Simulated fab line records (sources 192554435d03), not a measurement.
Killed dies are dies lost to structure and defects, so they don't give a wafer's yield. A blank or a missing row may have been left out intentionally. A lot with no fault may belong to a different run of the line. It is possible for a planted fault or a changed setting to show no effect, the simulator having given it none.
Split-lot experiment | flow n5-finfet | on a route of 1938 steps: 7 lots, 21 wafers read

== SPLIT DETAILS ==
At N5_BEOL_M11_COAT_59 (time 60 s, resist thk 100 nm), the setting spin-rpm was moved away from the recipe's 1500 rpm on 5 of the 21 wafers read, by -7.7% to +9.7%. The other wafers ran this setting at the recipe's value.

== FROM THE SPLIT TO THE READING: what the file shows between them, 7 steps ==
- N5_BEOL_M11_COAT_60: time 60 s, resist thk 30 nm
- N5_BEOL_M11_COAT_05: resist thk 90 nm
- N5_BEOL_M11_DESCUM_16: chemistry O2, time 7.9 s
- N5_BEOL_M11_ETCH_61: etches SiARC in CF4, target depth 39 nm, time 65 s
- N5_BEOL_M11_ETCH_62: etches SOC in N2/H2, target depth 110 nm, overetch 22 nm, time 165 s
- N5_BEOL_M11_STRIP_68: strips in N2/H2
- N5_BEOL_M11_STRIP_67: strips in CF4

== THE READING ==
SOC_of_BEOL_M11_COAT_59.thk-nm (the simulator's own value, which no gauge read), in nm, at N5_BEOL_M11_HM_OPEN_17 (chemistry Cl2/BCl3, target TiN, target depth 20 nm, overetch 6 nm). No usual value for it is given in the file. Average 92.0 nm, standard deviation 0.38 nm, over the 16 wafers here run with the recipe.

wafer  | tool, chamber at the split | spin-rpm as run, rpm | against the recipe | SOC_of_BEOL_M11_COAT_59.thk-nm, nm | against lot-mates on the recipe
L077.2 | litho-track-01, 0          | 1646                 | +9.7%              | 87.6                               | -5.0
L077.3 | litho-track-01, 0          | 1646                 | +9.7%              | 88                                 | -4.6
L077.6 | litho-track-01, 0          | 1500                 | recipe             | 92.6                               | -
L081.1 | litho-track-03, 0          | 1500                 | recipe             | 92.6                               | -
L081.4 | litho-track-03, 0          | 1500                 | recipe             | 92.2                               | -
L081.5 | litho-track-03, 0          | 1500                 | recipe             | 92.4                               | -
L082.1 | litho-track-01, 0          | 1571                 | +4.7%              | 88.8                               | -2.5
L082.5 | litho-track-01, 0          | 1500                 | recipe             | 91.2                               | -
L082.6 | litho-track-01, 0          | 1500                 | recipe             | 91.4                               | -
L087.1 | litho-track-05, 0          | 1500                 | recipe             | 92                                 | -
L087.4 | litho-track-05, 0          | 1500                 | recipe             | 92.2                               | -
L087.5 | litho-track-05, 0          | 1500                 | recipe             | 92.2                               | -
L089.1 | litho-track-01, 0          | 1500                 | recipe             | 92                                 | -
L089.3 | litho-track-01, 0          | 1500                 | recipe             | 91.8                               | -
L089.5 | litho-track-01, 0          | 1500                 | recipe             | 91.8                               | -
L091.1 | litho-track-01, 0          | 1385                 | -7.7%              | 96.2                               | +4.6
L091.2 | litho-track-01, 0          | 1500                 | recipe             | 91.6                               | -
L091.6 | litho-track-01, 0          | 1385                 | -7.7%              | 95.6                               | +4.0
L096.1 | litho-track-01, 0          | 1500                 | recipe             | 92                                 | -
L096.4 | litho-track-01, 0          | 1500                 | recipe             | 91.8                               | -
L096.5 | litho-track-01, 0          | 1500                 | recipe             | 91.8                               | -

THE FIT
A straight line over all 21 wafers: SOC_of_BEOL_M11_COAT_59.thk-nm changes by -0.476 nm for each +1% of spin-rpm; r = -0.97; the points scatter about the line by 0.46 nm.
The same after taking each lot's own level away (the mean of its wafers on the recipe; 21 wafers): -0.521 nm for each +1%; r = -1.00; scatter 0.19 nm.
The reading moves by 5.1 nm for the largest change in spin-rpm, on that fit.
Across the lots, their own levels run from 91.30 to 92.60 nm, a range of 3.4 times the standard deviation given above.
Consequently the slope shifts little with the lot-to-lot level, the two slopes agreeing.
Check: for one of the wafers moved furthest among these (+9.7%), held out of the fit, the line's prediction against its lot-mates is -5.03 nm. It came out at -5 nm against them.

== OTHER SPLITS ON THESE WAFERS ==
These wafers also went through other splits before the reading. Each is held against what the fit with the lots' levels taken away leaves over:
other split on the same wafers | wafers away from the commonest value | r with SOC_of_BEOL_M11_COAT_59.thk-nm (lot level and that fit taken away)
N5_BEOL_M9_COAT_60 spin-rpm    | 6                                    | -0.10
N5_BEOL_M10_EXPOSE_25 dose-mj  | 6                                    | +0.40
N5_BEOL_M10_PEB_26 peb-time-s  | 9                                    | +0.29
N5_BEOL_M11_PECVD_70 time-s    | 8                                    | +0.14

== THE WHOLE CHAIN: every reading that the file lists as answering this split, in the file's order ==
step                   | what it does                                                         | reading                                                                         | change (the file's fit)               | r (the file's)
N5_BEOL_M11_COAT_59    | time 60 s, resist thk 100 nm                                         | SOC_of_BEOL_M11_COAT_59.thk-nm (the simulator's own value, which no gauge read) | -0.509 nm for each +1% of the setting | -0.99
N5_BEOL_M11_ETCH_62    | etches SOC in N2/H2, target depth 110 nm, overetch 22 nm, time 165 s | etch.depth-nm (the simulator's own value, which no gauge read)                  | -0.513 nm for each +1% of the setting | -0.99
N5_BEOL_M11_HM_OPEN_17 | chemistry Cl2/BCl3, target TiN, target depth 20 nm, overetch 6 nm    | SOC_of_BEOL_M11_COAT_59.thk-nm (the simulator's own value, which no gauge read) | -0.52 nm for each +1% of the setting  | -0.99

== FILE'S OWN FIT ==
SOC_of_BEOL_M11_COAT_59.thk-nm changes by -0.52 nm for each +1% of spin-rpm, r = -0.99.
